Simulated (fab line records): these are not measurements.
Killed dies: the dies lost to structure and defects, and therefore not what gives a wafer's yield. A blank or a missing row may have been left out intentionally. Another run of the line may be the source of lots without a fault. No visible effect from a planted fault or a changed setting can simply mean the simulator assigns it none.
The tool behind it: which one? | flow n5-finfet | 24 lots with 72 wafers sampled at 6 steps, on a route of 1938 steps

== WHAT THE GAUGES READ, wafer by wafer ==
The record holds no reading of a measuring or inspecting step that can be judged against a usual standard deviation.

== WHICH TOOL RAN EACH LOT (tool, then ch and the chambers of the sampled wafers, then the start) ==
lot  | N5_BEOL_M1_VIA_ETCH_34             | N5_BEOL_M1_STRIP_97                           | N5_BEOL_M1_DEGAS_44          | N5_BEOL_M1_ANNEAL_49         | N5_BEOL_M1_SPUTTER_79        | N5_BEOL_M1_SPUTTER_88
L074 | rie-diel-03 ch 0,2, day 6 03:13    | rie-diel-03 ch 0,2, day 6 03:51 or earlier    | pvd-sputter-01, day 6 03:51  | pvd-sputter-03, day 6 04:31  | pvd-sputter-03, day 6 04:40  | pvd-sputter-03, day 6 05:19
L075 | rie-diel-03 ch 0,1,2, day 6 15:31  | rie-diel-03 ch 0,1,2, day 6 16:07 or earlier  | pvd-sputter-02, day 6 16:07  | pvd-sputter-03, day 6 19:01  | pvd-sputter-03, day 6 19:10  | pvd-sputter-03, day 6 19:49
L076 | rie-diel-03 ch 0,1,2, day 6 20:51  | rie-diel-03 ch 0,1,2, day 6 21:43 or earlier  | pvd-sputter-02, day 6 21:43  | pvd-sputter-02, day 6 22:39  | pvd-sputter-02, day 6 22:47  | pvd-sputter-02, day 6 23:27
L077 | rie-diel-04 ch 0,1,2, day 6 21:51  | rie-diel-04 ch 0,1,2, day 6 22:29 or earlier  | pvd-sputter-02, day 6 22:29  | pvd-sputter-01, day 6 23:11  | pvd-sputter-01, day 6 23:20  | pvd-sputter-01, day 6 23:59
L078 | rie-diel-06 ch 1,2, day 7 03:27    | rie-diel-06 ch 1,2, day 7 04:17 or earlier    | pvd-sputter-01, day 7 04:17  | pvd-sputter-01, day 7 04:56  | pvd-sputter-01, day 7 05:04  | pvd-sputter-01, day 7 05:44
L079 | rie-diel-03 ch 0,1,3, day 7 05:19  | rie-diel-03 ch 0,1,3, day 7 05:48 or earlier  | pvd-sputter-02, day 7 05:48  | pvd-sputter-03, day 7 06:29  | pvd-sputter-03, day 7 06:38  | pvd-sputter-03, day 7 07:17
L080 | rie-diel-06 ch 0,1,2, day 7 16:16  | rie-diel-06 ch 0,1,2, day 7 18:13 or earlier  | pvd-sputter-03, day 7 18:13  | pvd-sputter-03, day 7 19:06  | pvd-sputter-03, day 7 19:14  | pvd-sputter-03, day 7 19:54
L081 | rie-diel-03 ch 1,2, day 8 05:49    | rie-diel-03 ch 1,2, day 8 06:25 or earlier    | pvd-sputter-02, day 8 06:25  | pvd-sputter-02, day 8 07:07  | pvd-sputter-02, day 8 07:15  | pvd-sputter-02, day 8 07:55
L082 | rie-diel-04 ch 2,3, day 8 09:50    | rie-diel-04 ch 2,3, day 8 10:20 or earlier    | pvd-sputter-02, day 8 10:20  | pvd-sputter-03, day 8 11:02  | pvd-sputter-03, day 8 11:10  | pvd-sputter-03, day 8 11:50
L083 | rie-diel-06 ch 1,2, day 8 09:53    | rie-diel-06 ch 1,2, day 8 10:25 or earlier    | pvd-sputter-02, day 8 10:25  | pvd-sputter-02, day 8 11:22  | pvd-sputter-02, day 8 11:30  | pvd-sputter-02, day 8 12:10
L084 | rie-diel-03 ch 1,2, day 9 15:04    | rie-diel-03 ch 1,2, day 9 15:41 or earlier    | pvd-sputter-02, day 9 15:41  | pvd-sputter-03, day 9 16:27  | pvd-sputter-03, day 9 16:37  | pvd-sputter-03, day 9 17:19
L085 | rie-diel-03 ch 0,1,3, day 9 17:06  | rie-diel-03 ch 0,1,3, day 9 17:33 or earlier  | pvd-sputter-02, day 9 17:33  | pvd-sputter-01, day 9 18:11  | pvd-sputter-01, day 9 18:19  | pvd-sputter-01, day 9 18:59
L086 | rie-diel-04 ch 0,1, day 9 17:41    | rie-diel-04 ch 0,1, day 9 18:29 or earlier    | pvd-sputter-03, day 9 18:29  | pvd-sputter-03, day 9 19:14  | pvd-sputter-03, day 9 19:23  | pvd-sputter-03, day 9 20:05
L087 | rie-diel-06 ch 1,2, day 9 17:48    | rie-diel-06 ch 1,2, day 9 18:37 or earlier    | pvd-sputter-02, day 9 18:37  | pvd-sputter-01, day 9 20:01  | pvd-sputter-01, day 9 20:10  | pvd-sputter-01, day 9 20:49
L088 | rie-diel-06 ch 1,2,3, day 9 22:51  | rie-diel-06 ch 1,2,3, day 9 23:28 or earlier  | pvd-sputter-03, day 9 23:28  | pvd-sputter-03, day 10 00:15 | pvd-sputter-03, day 10 00:25 | pvd-sputter-03, day 10 01:07
L089 | rie-diel-03 ch 1,2,3, day 10 01:16 | rie-diel-03 ch 1,2,3, day 10 02:10 or earlier | pvd-sputter-01, day 10 02:10 | pvd-sputter-01, day 10 02:58 | pvd-sputter-01, day 10 03:06 | pvd-sputter-01, day 10 03:46
L091 | rie-diel-03 ch 0,2,3, day 10 12:23 | rie-diel-03 ch 0,2,3, day 10 13:09 or earlier | pvd-sputter-02, day 10 13:09 | pvd-sputter-01, day 10 14:28 | pvd-sputter-01, day 10 14:37 | pvd-sputter-01, day 10 15:16
L090 | rie-diel-03 ch 2,3, day 10 15:17   | rie-diel-03 ch 2,3, day 10 16:04 or earlier   | pvd-sputter-02, day 10 16:04 | pvd-sputter-01, day 10 16:57 | pvd-sputter-01, day 10 17:05 | pvd-sputter-01, day 10 17:45
L092 | rie-diel-06 ch 2,3, day 10 20:04   | rie-diel-06 ch 2,3, day 10 20:56 or earlier   | pvd-sputter-01, day 10 20:56 | pvd-sputter-01, day 10 23:31 | pvd-sputter-01, day 10 23:39 | pvd-sputter-01, day 11 00:19
L093 | rie-diel-04 ch 0,2, day 10 23:22   | rie-diel-04 ch 0,2, day 11 00:19 or earlier   | pvd-sputter-02, day 11 00:19 | pvd-sputter-02, day 11 01:20 | pvd-sputter-02, day 11 01:28 | pvd-sputter-02, day 11 02:08
L094 | rie-diel-03 ch 1,2, day 11 04:58   | rie-diel-03 ch 1,2, day 11 05:33 or earlier   | pvd-sputter-01, day 11 05:33 | pvd-sputter-02, day 11 08:07 | pvd-sputter-02, day 11 08:15 | pvd-sputter-02, day 11 08:55
L095 | rie-diel-04 ch 0,2, day 11 15:03   | rie-diel-04 ch 0,2, day 11 15:56 or earlier   | pvd-sputter-03, day 11 15:56 | pvd-sputter-01, day 11 18:05 | pvd-sputter-01, day 11 18:14 | pvd-sputter-01, day 11 18:53
L096 | rie-diel-04 ch 1,2,3, day 11 19:10 | rie-diel-04 ch 1,2,3, day 11 19:51 or earlier | pvd-sputter-01, day 11 19:51 | pvd-sputter-02, day 11 20:33 | pvd-sputter-02, day 11 20:41 | pvd-sputter-02, day 11 21:21
L097 | rie-diel-04 ch 0,3, day 12 06:26   | rie-diel-04 ch 0,3, day 12 07:16 or earlier   | pvd-sputter-03, day 12 07:16 | pvd-sputter-02, day 12 08:39 | pvd-sputter-02, day 12 08:47 | pvd-sputter-02, day 12 09:27
- N5_BEOL_M1_VIA_ETCH_34: etches the open film in C4F6/O2, target depth 67.8 nm, time 64.4 s.
- N5_BEOL_M1_STRIP_97: strips in N2/H2, time 10 s.
- N5_BEOL_M1_DEGAS_44: time 60 s.
- N5_BEOL_M1_ANNEAL_49: time 240 s.
- N5_BEOL_M1_SPUTTER_79: material Cu, target thk 4.5 nm, time 8.29 s.
- N5_BEOL_M1_SPUTTER_88: material Cu, target thk 4.5 nm, time 8.29 s.

== AS READ BY THE TOOLS THEMSELVES (means over the sampled wafers that have a number; for cases with no such wafer, the mark the record gives instead) ==
N5_BEOL_M1_VIA_ETCH_34.
lot  | tool        | O2_flow_sccm (sccm) | drypump-motor-current-A (A) | oes-product-au (a.u.) | rf-vpp-V (V) | showerhead-plenum-p-Torr (Torr) | throttle-valve-pct (%)
L074 | rie-diel-03 | 9.994               | 5.5                         | 0.75                  | 663          | 2.74                            | 30.90
L075 | rie-diel-03 | 9.977               | 5.5                         | 0.74                  | 672          | 2.80                            | 30.79
L076 | rie-diel-03 | 9.979               | 5.5                         | 0.74                  | 671          | 2.79                            | 30.78
L077 | rie-diel-04 | 10.024              | 5.4                         | 0.80                  | 667          | 2.81                            | 30.81
L078 | rie-diel-06 | 9.997               | 5.7                         | 0.74                  | 662          | 2.80                            | 30.87
L079 | rie-diel-03 | 10.031              | 5.7                         | 0.75                  | 668          | 2.71                            | 30.74
L080 | rie-diel-06 | 10.000              | 6.0                         | 0.76                  | 662          | 2.81                            | 30.73
L081 | rie-diel-03 | 9.989               | 5.3                         | 0.72                  | 674          | 2.90                            | 30.86
L082 | rie-diel-04 | 9.993               | 4.9                         | 0.78                  | 654          | 2.81                            | 30.72
L083 | rie-diel-06 | 10.013              | 5.7                         | 0.72                  | 662          | 2.80                            | 30.87
L084 | rie-diel-03 | 10.002              | 5.5                         | 0.72                  | 679          | 2.84                            | 30.70
L085 | rie-diel-03 | 9.984               | 5.6                         | 0.73                  | 667          | 2.71                            | 30.75
L086 | rie-diel-04 | 9.986               | 5.8                         | 0.86                  | 679          | 2.78                            | 30.72
L087 | rie-diel-06 | 9.989               | 5.8                         | 0.74                  | 659          | 2.77                            | 30.99
L088 | rie-diel-06 | 10.030              | 5.5                         | 0.80                  | 657          | 2.82                            | 30.74
L089 | rie-diel-03 | 10.003              | 5.5                         | 0.72                  | 671          | 2.81                            | 30.83
L091 | rie-diel-03 | 10.017              | 5.5                         | 0.73                  | 662          | 2.76                            | 30.92
L090 | rie-diel-03 | 9.936               | 5.3                         | 0.71                  | 665          | 2.86                            | 30.99
L092 | rie-diel-06 | 10.014              | 5.2                         | 0.84                  | 654          | 2.87                            | 30.48
L093 | rie-diel-04 | 9.975               | 5.6                         | 0.81                  | 672          | 2.74                            | 30.62
L094 | rie-diel-03 | 9.978               | 5.5                         | 0.71                  | 679          | 2.84                            | 30.70
L095 | rie-diel-04 | 10.009              | 5.3                         | 0.83                  | 662          | 2.76                            | 30.66
L096 | rie-diel-04 | 9.997               | 5.1                         | 0.82                  | 657          | 2.82                            | 30.82
L097 | rie-diel-04 | 10.002              | 5.3                         | 0.73                  | 665          | 2.78                            | 30.72

N5_BEOL_M1_STRIP_97.
lot  | tool        | drypump-motor-current-A (A) | oes-product-au (a.u.) | rf-vpp-V (V) | showerhead-plenum-p-Torr (Torr) | throttle-valve-pct (%)
L074 | rie-diel-03 | 5.5                         | 0.76                  | 58.4         | 2.45                            | 23.96
L075 | rie-diel-03 | 5.5                         | 0.75                  | 59.8         | 2.51                            | 23.87
L076 | rie-diel-03 | 5.5                         | 0.74                  | 59.3         | 2.51                            | 23.87
L077 | rie-diel-04 | 5.5                         | 0.81                  | 59.5         | 2.51                            | 23.87
L078 | rie-diel-06 | 5.7                         | 0.73                  | 58.8         | 2.48                            | 23.64
L079 | rie-diel-03 | 5.6                         | 0.75                  | 58.4         | 2.44                            | 23.84
L080 | rie-diel-06 | 5.9                         | 0.77                  | 59.6         | 2.50                            | 23.64
L081 | rie-diel-03 | 5.3                         | 0.73                  | 59.9         | 2.60                            | 23.87
L082 | rie-diel-04 | 4.9                         | 0.78                  | 59.1         | 2.51                            | 23.55
L083 | rie-diel-06 | 5.7                         | 0.73                  | 58.3         | 2.48                            | 23.66
L084 | rie-diel-03 | 5.5                         | 0.73                  | 59.2         | 2.56                            | 23.82
L085 | rie-diel-03 | 5.7                         | 0.74                  | 58.5         | 2.44                            | 23.88
L086 | rie-diel-04 | 5.8                         | 0.84                  | 58.7         | 2.50                            | 23.90
L087 | rie-diel-06 | 5.7                         | 0.74                  | 58.6         | 2.46                            | 23.87
L088 | rie-diel-06 | 5.5                         | 0.81                  | 59.5         | 2.51                            | 23.59
L089 | rie-diel-03 | 5.5                         | 0.73                  | 58.9         | 2.53                            | 23.87
L091 | rie-diel-03 | 5.5                         | 0.74                  | 59.2         | 2.47                            | 23.95
L090 | rie-diel-03 | 5.4                         | 0.73                  | 58.6         | 2.56                            | 23.94
L092 | rie-diel-06 | 5.2                         | 0.85                  | 58.8         | 2.56                            | 23.31
L093 | rie-diel-04 | 5.6                         | 0.82                  | 58.0         | 2.46                            | 23.66
L094 | rie-diel-03 | 5.5                         | 0.71                  | 59.1         | 2.56                            | 23.84
L095 | rie-diel-04 | 5.2                         | 0.84                  | 58.3         | 2.47                            | 23.56
L096 | rie-diel-04 | 5.1                         | 0.82                  | 59.0         | 2.52                            | 23.76
L097 | rie-diel-04 | 5.3                         | 0.72                  | 58.5         | 2.49                            | 23.70

N5_BEOL_M1_DEGAS_44.
lot  | tool           | heater-power-w (W)
L074 | pvd-sputter-01 | 281
L075 | pvd-sputter-02 | 403
L076 | pvd-sputter-02 | 400
L077 | pvd-sputter-02 | 373
L078 | pvd-sputter-01 | 277
L079 | pvd-sputter-02 | 397
L080 | pvd-sputter-03 | 340
L081 | pvd-sputter-02 | 397
L082 | pvd-sputter-02 | 398
L083 | pvd-sputter-02 | 375
L084 | pvd-sputter-02 | 375
L085 | pvd-sputter-02 | 429
L086 | pvd-sputter-03 | 318
L087 | pvd-sputter-02 | 369
L088 | pvd-sputter-03 | 317
L089 | pvd-sputter-01 | 292
L091 | pvd-sputter-02 | 393
L090 | pvd-sputter-02 | 398
L092 | pvd-sputter-01 | 345
L093 | pvd-sputter-02 | 370
L094 | pvd-sputter-01 | 323
L095 | pvd-sputter-03 | 332
L096 | pvd-sputter-01 | 328
L097 | pvd-sputter-03 | 333

N5_BEOL_M1_ANNEAL_49.
lot  | tool           | heater-power-w (W)
L074 | pvd-sputter-03 | 785
L075 | pvd-sputter-03 | 792
L076 | pvd-sputter-02 | 1003
L077 | pvd-sputter-01 | 805
L078 | pvd-sputter-01 | 737
L079 | pvd-sputter-03 | 829
L080 | pvd-sputter-03 | 823
L081 | pvd-sputter-02 | 904
L082 | pvd-sputter-03 | 800
L083 | pvd-sputter-02 | 914
L084 | pvd-sputter-03 | 792
L085 | pvd-sputter-01 | 733
L086 | pvd-sputter-03 | 797
L087 | pvd-sputter-01 | 764
L088 | pvd-sputter-03 | 799
L089 | pvd-sputter-01 | 726
L091 | pvd-sputter-01 | 812
L090 | pvd-sputter-01 | 775
L092 | pvd-sputter-01 | 684
L093 | pvd-sputter-02 | 938
L094 | pvd-sputter-02 | 857
L095 | pvd-sputter-01 | 827
L096 | pvd-sputter-02 | 930
L097 | pvd-sputter-02 | 1007

N5_BEOL_M1_SPUTTER_79.
lot  | tool           | chuck-sensor-temp-C (C) | throttle-valve-pct (%)
L074 | pvd-sputter-03 | -15.7                   | 28.7
L075 | pvd-sputter-03 | -16.3                   | 29.3
L076 | pvd-sputter-02 | -16.5                   | 30.1
L077 | pvd-sputter-01 | -15.6                   | 29.3
L078 | pvd-sputter-01 | -16.5                   | 30.0
L079 | pvd-sputter-03 | -15.5                   | 29.1
L080 | pvd-sputter-03 | -15.5                   | 29.3
L081 | pvd-sputter-02 | -15.4                   | 31.0
L082 | pvd-sputter-03 | -16.2                   | 29.3
L083 | pvd-sputter-02 | -15.5                   | 30.8
L084 | pvd-sputter-03 | -15.7                   | 28.8
L085 | pvd-sputter-01 | -16.0                   | 29.5
L086 | pvd-sputter-03 | -15.7                   | 28.7
L087 | pvd-sputter-01 | -16.0                   | 28.6
L088 | pvd-sputter-03 | -16.1                   | 29.3
L089 | pvd-sputter-01 | -16.1                   | 29.5
L091 | pvd-sputter-01 | -15.5                   | 29.5
L090 | pvd-sputter-01 | -16.3                   | 29.1
L092 | pvd-sputter-01 | -15.6                   | 30.0
L093 | pvd-sputter-02 | -16.0                   | 30.8
L094 | pvd-sputter-02 | -15.8                   | 30.8
L095 | pvd-sputter-01 | -15.6                   | 29.2
L096 | pvd-sputter-02 | -16.1                   | 30.8
L097 | pvd-sputter-02 | -16.5                   | 30.0

N5_BEOL_M1_SPUTTER_88.
lot  | tool           | chuck-sensor-temp-C (C) | throttle-valve-pct (%)
L074 | pvd-sputter-03 | -15.7                   | 28.9
L075 | pvd-sputter-03 | -16.2                   | 29.1
L076 | pvd-sputter-02 | -16.3                   | 30.0
L077 | pvd-sputter-01 | -15.6                   | 29.4
L078 | pvd-sputter-01 | -16.6                   | 29.8
L079 | pvd-sputter-03 | -15.4                   | 29.4
L080 | pvd-sputter-03 | -15.6                   | 29.3
L081 | pvd-sputter-02 | -15.5                   | 31.0
L082 | pvd-sputter-03 | -16.2                   | 29.3
L083 | pvd-sputter-02 | -15.6                   | 31.0
L084 | pvd-sputter-03 | -15.8                   | 28.8
L085 | pvd-sputter-01 | -16.0                   | 29.5
L086 | pvd-sputter-03 | -15.8                   | 28.8
L087 | pvd-sputter-01 | -15.8                   | 28.8
L088 | pvd-sputter-03 | -16.2                   | 29.3
L089 | pvd-sputter-01 | -16.0                   | 29.4
L091 | pvd-sputter-01 | -15.6                   | 29.5
L090 | pvd-sputter-01 | -16.5                   | 28.9
L092 | pvd-sputter-01 | -15.5                   | 29.8
L093 | pvd-sputter-02 | -16.1                   | 30.8
L094 | pvd-sputter-02 | -15.8                   | 31.0
L095 | pvd-sputter-01 | -15.6                   | 29.5
L096 | pvd-sputter-02 | -16.0                   | 30.8
L097 | pvd-sputter-02 | -16.2                   | 30.0

== THE ANSWER, worked out from the rows above alone ==
Rule: usual is defined by the lots themselves. The widest of any qualifying gaps counts: lots, ordered by their means at a reading, are off when they make up no more than a third of the lots, leave a main group of 4 or more, and stand apart from it by 3 or more times the standard deviation of that group's means. A main group is skipped when, at the precision printed for the reading in the tables above, its means are all equal. A lot without any number at a reading at which 4 lots or more have one is off too. The other lots that the step has rows for count as sound. First the gauges in route order, then the tools' own readings, where a lot's mean is used as printed above. The first step at which some lot is off is used, and at that step the reading that is off furthest; a lot without a number counts as furthest.
None of the lots is off at any reading shown; this tells nothing.

== WHAT WAS PUT IN BY THE SIMULATOR ==
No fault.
